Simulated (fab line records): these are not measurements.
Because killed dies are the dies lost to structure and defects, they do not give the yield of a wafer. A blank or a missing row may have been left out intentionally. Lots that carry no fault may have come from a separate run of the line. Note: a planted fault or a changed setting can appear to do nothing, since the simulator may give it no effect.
Struck lot and sound lot, side by side -- flow nand harc -- 17 steps out of a route of 1302
Sound: these wafers, L415.2, L415.4, L415.5. Struck: wafers L420.4, L420.5 (left out: L420.6, a lot-mate that was not struck); the cause follows at the end.
For every step that has rows: the tool of each side, followed by ch and its chambers, followed by its first start. Under that, the readings that differ: sound wafers -- struck wafers -- difference of the means -- sigmas: that difference in standard deviations of wafers without a fault.
alike: readings whose means differ by less than 2 such deviations, and words and numbers that are the same on both sides. not compared: withheld readings, readings that some wafer has no value for, bounds like >300 that may hide the same value, and numbers for which the record gives no deviation and whose values overlap.
Wherever a step has rows on one side only, a row that says differs or no value, or a row with sigmas, the two part there. Numbers that don't overlap but have no deviation are shown without sigmas and don't part them. Lack of a reading on every wafer of one side parts them only where that side has two or more wafers.

NHARC_P_M2_INSPECT_11:
  sound on defect inspect-01, day 9 07:19; struck on defect inspect-02, day 11 09:33
  alike: raw defect count
NHARC_P_M2_DESCUM_14: chemistry O2, time 3 s.
  sound on rie diel-09 ch 1,2, day 9 07:22; struck on rie diel-07 ch 0,2, day 11 09:37
reading,sound,struck,difference,sigmas
oes product au (a.u.),1.015 0.997 1.013,0.977 0.998,-0.021,-2
  alike: drypump motor current A, o2 flow sccm, rf vpp V, showerhead plenum p Torr, throttle valve pct
  not compared: rf hours counter h
then, 2 steps without rows for these wafers: NHARC_P_M2_ETCH_35 (etches the open film in N2/H2, target depth 40 nm, overetch 12 nm, time 43.94 s); NHARC_P_M2_ETCH_15 (etches the open film in C4F8/Ar, target depth 182.5 nm, time 91.2 s).
NHARC_P_M2_CD_MEAS_16:
  sound on cd sem-01, day 9 07:40; struck on cd sem-03, day 11 09:55
reading,sound,struck,difference,sigmas
cd nm (nm),168.9 168.5 169.3,170.6 170.4,+1.6,+3
NHARC_P_M2_STRIP_18: strips in N2/H2.
  sound on rie diel-09 ch 0,2,3, day 9 07:48; struck on rie diel-07 ch 1,3, day 11 10:04
  alike: drypump motor current A, oes product au, rf vpp V, showerhead plenum p Torr, throttle valve pct
  not compared: rf hours counter h
NHARC_P_M2_ETCH_28: etches the open film in CF4/N2, target depth 30 nm, time 72.99 s.
  sound on rie diel-09 ch 0,3; struck on rie diel-07 ch 0,1
  alike: bias w, drypump motor current A, oes product au, rf vpp V, showerhead plenum p Torr, throttle valve pct
  not compared: rf hours counter h
then, 3 steps without rows for these wafers: NHARC_P_M2_STRIP_19 (strips in post etch residue remover, time 600 s); NHARC_P_M2_DEGAS_29 (time 60 s); NHARC_P_M2_PRE_CLEAN_30 (time 30 s).
NHARC_P_M2_PVD_20: deposits TaN, target thk 5 nm, time 8.06 s.
  sound on pvd sputter-01; struck on pvd sputter-02
  alike: substrate temp c, throttle valve pct
NHARC_P_M2_PVD_21: deposits Cu, target thk 30 nm, time 20.49 s.
  sound on pvd sputter-01; struck on pvd sputter-02
reading,sound,struck,difference,sigmas
throttle valve pct (%),29.2 28.3 28.3,31.1 32.4,+3.1,+3
  alike: substrate temp c
NHARC_P_M2_ECD_22: material Cu, target thk 400 nm.
  sound on ecd cu-01 ch 0,1, day 9 08:47; struck on ecd cu-01 ch 0,1, day 11 11:15
then, 1 step without rows for these wafers: NHARC_P_M2_ANNEAL_31 (time 90 s).
NHARC_P_M2_CMP_23: polishes, t overpolish 20 s, target thk 144.3 nm.
  sound on cmp-02 ch 0,1,2, day 9 09:32; struck on cmp-01 ch 2,3, day 11 11:52
reading,sound,struck,difference,sigmas
time to endpoint s (s),23.1 25.5 24.8,15.4 15.7,-8.9,-4
  alike: motor current A
NHARC_P_M2_THK_MEAS_24: measures by xrf.
  sound on film metro-02, day 9 09:47; struck on film metro-01, day 11 12:11
  alike: thk nm
-- record jumps: 18 days between struck wafers' starts before vs after; left off in module P_M2, resumes in module END, first step shown is number 1302 of the route --
NHARC_END_SORT_01:
  sound on prober-01 ch 0, day 27 00:59; struck on prober-01 ch 0, day 29 05:40
  alike: defect limited yield, killed at array, killed at other, killed at periphery, killed dies, killed open, killed short, sort_bin_2_pct, sort_bin_3_pct, sort_bin_4_pct, sort n pass, sort rim yield pct, sort yield pct

## WHERE THEY PART
First at NHARC_P_M2_DESCUM_14; last, within this record, at NHARC_P_M2_CMP_23. Later steps at which nothing parts them and some readings are alike: NHARC_P_M2_THK_MEAS_24, NHARC_END_SORT_01.

WHY: the cause the simulator had injected
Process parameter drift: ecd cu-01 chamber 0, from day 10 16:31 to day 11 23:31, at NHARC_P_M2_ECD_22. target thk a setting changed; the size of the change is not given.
